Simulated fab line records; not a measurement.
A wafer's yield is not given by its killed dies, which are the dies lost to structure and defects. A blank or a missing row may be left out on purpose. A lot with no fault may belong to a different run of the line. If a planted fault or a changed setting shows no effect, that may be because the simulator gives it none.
Matching of chambers ; flow n5_finfet ; rie_diel-01 running N5_BEOL_M0_CUTY_ETCH_62: 4 sister chambers
The step etches SiARC in CF4, time 58.5 s. 24 wafers are shown with their chamber, then 12 later ones without.

== WAFERS PAIRED WITH THEIR CHAMBERS ==
wafer;chamber;drypump_motor_current_A (A);showerhead_plenum_p_Torr (Torr);throttle_valve_pct (%)
L074.2;3;5.2;2.10;15.69
L074.4;1;5.1;2.14;15.50
L074.6;3;5.2;2.10;15.69
L075.1;1;5.0;2.14;15.51
L075.4;0;4.9;2.08;15.61
L075.6;3;5.2;2.10;15.69
L080.2;2;6.4;2.18;15.21
L080.3;3;5.2;2.10;15.72
L080.6;1;5.1;2.14;15.53
L081.3;1;5.1;2.14;15.53
L081.5;0;4.9;2.08;15.65
L081.6;1;5.1;2.14;15.53
L082.4;3;5.2;2.10;15.72
L082.5;3;5.2;2.10;15.72
L082.6;2;6.3;2.18;15.23
L085.2;0;4.9;2.07;15.67
L085.3;2;6.4;2.18;15.22
L085.5;2;6.3;2.18;15.22
L084.3;1;5.1;2.13;15.54
L084.4;2;6.5;2.18;15.24
L084.5;1;5.1;2.13;15.54
L086.1;2;6.4;2.18;15.24
L086.3;0;4.9;2.07;15.67
L086.5;2;6.5;2.18;15.24

SIGNATURES (averages over the wafers above)
reading;chamber 0;chamber 1;chamber 2;chamber 3;scatter within a chamber
drypump_motor_current_A;4.900;5.086;6.400;5.200;0.0493
showerhead_plenum_p_Torr;2.0750;2.1371;2.1800;2.1000;0.00348
throttle_valve_pct;15.6500;15.5257;15.2286;15.7050;0.0173
Rule: for each reading, subtract the chamber's mean from the wafer's reading, divide by that reading's scatter and square the result; add these up over the readings and take the root, which gives the wafer's distance from the chamber. The wafer belongs to the nearest chamber; if the next one is less than 2 further off, it can't be placed. The scatter is the square root of a quotient: the sum, over the shown wafers, of each reading's squared deviation from its chamber's mean, divided by wafers minus chambers.

== WAFERS WHOSE CHAMBER IS MISSING ==
wafer;drypump_motor_current_A (A);showerhead_plenum_p_Torr (Torr);throttle_valve_pct (%)
L087.1;4.9;2.07;15.70
L087.3;5.1;2.13;15.56
L087.6;4.9;2.07;15.68
L090.1;5.2;2.09;15.23
L090.3;5.1;2.13;15.57
L090.5;5.2;2.09;15.27
L092.2;4.9;2.07;15.70
L092.3;5.1;2.13;15.58
L092.6;5.2;2.09;15.26
L096.1;5.2;2.09;15.26
L096.2;4.9;2.06;15.71
L096.5;6.4;2.17;15.29

== WHICH CHAMBER EACH WENT THROUGH ==
wafer;from the rows above;in truth
L087.1;0;0
L087.3;1;1
L087.6;0;0
L090.1;1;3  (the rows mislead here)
L090.3;1;1
L090.5;1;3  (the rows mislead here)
L092.2;0;0
L092.3;1;1
L092.6;1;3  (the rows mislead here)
L096.1;1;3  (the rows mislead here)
L096.2;0;0
L096.5;2;2
Correctly placed: 8 of 12. Not placeable from these rows: 0. Number placed wrongly: 4.
